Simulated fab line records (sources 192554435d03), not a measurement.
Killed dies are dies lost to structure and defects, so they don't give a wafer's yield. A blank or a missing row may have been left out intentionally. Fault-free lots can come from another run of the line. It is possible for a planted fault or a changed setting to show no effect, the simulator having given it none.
Chamber matching	flow n5 finfet	rie si-02 running N5_DUMMY_GATE_ETCH_23: 4 sister chambers
The step etches poly-Si in HBr/Cl2/O2, target depth 41 nm, time 22.3 s. 16 wafers are shown with their chamber, then 8 later ones without.

== WAFERS WITH THEIR CHAMBER ==
wafer	chamber	throttle valve pct (%)	oes product au (a.u.)	he backside leak sccm (sccm)
L077.1	1	37.29	0.964	2.62
L077.2	3	37.61	1.009	3.07
L077.5	0	37.08	0.972	2.87
L079.2	3	37.62	1.010	2.99
L079.3	1	37.27	0.976	2.67
L079.4	2	36.87	0.994	2.36
L083.1	2	36.86	0.995	2.34
L083.3	1	37.28	0.968	2.54
L083.4	0	37.09	0.968	2.89
L084.1	3	37.63	1.009	3.04
L084.3	1	37.29	0.972	3.74
L084.6	3	37.64	1.016	2.91
L085.1	1	37.29	0.985	2.52
L085.3	0	37.10	0.969	2.83
L085.6	0	37.10	0.981	2.89
L086.3	0	37.10	0.971	2.66

SIGNATURES (means of the wafers above)
reading	chamber 0	chamber 1	chamber 2	chamber 3	scatter within a chamber
throttle valve pct	37.0940	37.2840	36.8650	37.6250	0.00996
oes product au	0.97220	0.97300	0.99450	1.01100	0.00578
he backside leak sccm	2.8280	2.8180	2.3500	3.0025	0.307
Rule: for each reading, subtract the chamber's mean from the wafer's reading, divide by that reading's scatter and square the result; add these up over the readings and take the root, which gives the wafer's distance from the chamber. The wafer belongs to the nearest chamber; if the next one is less than 2 further off, it can't be placed. The scatter is the square root of a quotient: the sum, over the shown wafers, of each reading's squared deviation from its chamber's mean, divided by wafers minus chambers.

== WAFERS WITHOUT THEIR CHAMBER ==
wafer	throttle valve pct (%)	oes product au (a.u.)	he backside leak sccm (sccm)
L086.4	37.64	1.007	2.89
L086.5	36.85	0.991	2.38
L088.1	36.87	1.014	2.34
L088.3	37.09	0.979	2.91
L088.6	37.63	1.021	3.00
L092.4	37.28	0.963	2.58
L092.5	37.62	1.014	2.96
L092.6	36.86	0.997	2.47

== THE CHAMBER EACH PASSED THROUGH ==
wafer	from the rows above	in truth
L086.4	3	3
L086.5	2	2
L088.1	2	2
L088.3	0	0
L088.6	3	3
L092.4	1	1
L092.5	3	3
L092.6	2	2
Correctly placed: 8 of 8. Left unplaced by these rows: 0. Wrongly placed: 0.
